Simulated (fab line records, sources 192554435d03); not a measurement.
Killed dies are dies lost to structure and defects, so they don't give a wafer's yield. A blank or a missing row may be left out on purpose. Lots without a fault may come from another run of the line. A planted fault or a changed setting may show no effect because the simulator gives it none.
Split-lot experiment | flow n5_finfet | 7 lots, 21 wafers read, on a route of 1938 steps

THE SPLIT
At N5_BEOL_M10_PEB_26 (peb time 60 s), the setting peb_time_s was moved away from the recipe's 60 s on 7 of the 21 wafers read, by -15.3% to +19.8%. The other wafers ran this setting at the recipe's value.

FROM THE SPLIT TO THE READING: what the file shows between them, 1 step
- N5_BEOL_M10_DEVELOP_27: develop time 30 s

THE READING
cd_nm, in nm, at N5_BEOL_M10_CD_MEAS_28 (target cd 70 nm). Fault-free wafers of this fab line usually give 69.6 nm, standard deviation 0.82 nm.

wafer  | tool, chamber at the split | peb_time_s as run, s | against the recipe | cd_nm, nm | against lot-mates on the recipe
L075.1 | litho_track-04, 0          | 69.72                | +16.2%             | 75.5      | +6.2
L075.2 | litho_track-04, 0          | 69.72                | +16.2%             | 76.0      | +6.7
L075.6 | litho_track-04, 0          | 60                   | recipe             | 69.3      | -
L076.2 | litho_track-04, 0          | 60                   | recipe             | 68.6      | -
L076.4 | litho_track-04, 0          | 60                   | recipe             | 67.7      | -
L076.5 | litho_track-04, 0          | 63.53                | +5.9%              | 69.8      | +1.6
L079.1 | litho_track-02, 0          | 60                   | recipe             | 68.9      | -
L079.3 | litho_track-02, 0          | 60                   | recipe             | 69.9      | -
L079.6 | litho_track-02, 0          | 60                   | recipe             | 69.9      | -
L081.2 | litho_track-03, 0          | 60                   | recipe             | 71.3      | -
L081.3 | litho_track-03, 0          | 60                   | recipe             | 70.0      | -
L081.5 | litho_track-03, 0          | 60                   | recipe             | 70.9      | -
L089.1 | litho_track-02, 0          | 50.84                | -15.3%             | 62.3      | -6.6
L089.4 | litho_track-02, 0          | 60                   | recipe             | 68.6      | -
L089.6 | litho_track-02, 0          | 60                   | recipe             | 69.3      | -
L088.3 | litho_track-04, 0          | 71.91                | +19.8%             | 76.8      | +8.0
L088.5 | litho_track-04, 0          | 60                   | recipe             | 69.0      | -
L088.6 | litho_track-04, 0          | 60                   | recipe             | 68.5      | -
L093.1 | litho_track-03, 0          | 55.89                | -6.9%              | 66.6      | -2.6
L093.3 | litho_track-03, 0          | 60                   | recipe             | 69.2      | -
L093.4 | litho_track-03, 0          | 55.89                | -6.9%              | 66.4      | -2.8

THE FIT
A straight line over all 21 wafers: cd_nm changes by +0.398 nm for each +1% of peb_time_s; r = +0.96; the points scatter about the line by 0.93 nm.
The same after taking each lot's own level away (the mean of its wafers on the recipe; 21 wafers): +0.405 nm for each +1%; r = +0.99; scatter 0.41 nm.
On that fit, the largest move of peb_time_s shifts the reading by 8 nm.
The lots' own levels span 68.15 to 70.73 nm, that is 3.2 times the standard deviation above.
So the lot-to-lot level changes the slope little: the two slopes agree.
Check: with one of the wafers moved furthest among these (+19.8%) left out of the fit, the line predicts +7.95 nm for it against its lot-mates. It came out at +8.05 nm against them.

OTHER SPLITS ON THESE WAFERS
These wafers also went through other splits before the reading. Each is held against what the fit with the lots' levels taken away leaves over:
other split on the same wafers | wafers away from the commonest value | r with cd_nm (lot level and that fit taken away)
N5_BEOL_M8_ETCH_62 source_w    | 5                                    | +0.26
N5_BEOL_M9_ILD_DEP_00 time_s   | 6                                    | +0.20
N5_BEOL_M9_COAT_05 spin_rpm    | 4                                    | -0.16
N5_BEOL_M9_ETCH_61 source_w    | 3                                    | -0.19
N5_BEOL_M9_ETCH_62 time_s      | 7                                    | +0.03

THE FILE'S OWN FIT
cd_nm changes by +0.404 nm for each +1% of peb_time_s, r = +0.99.
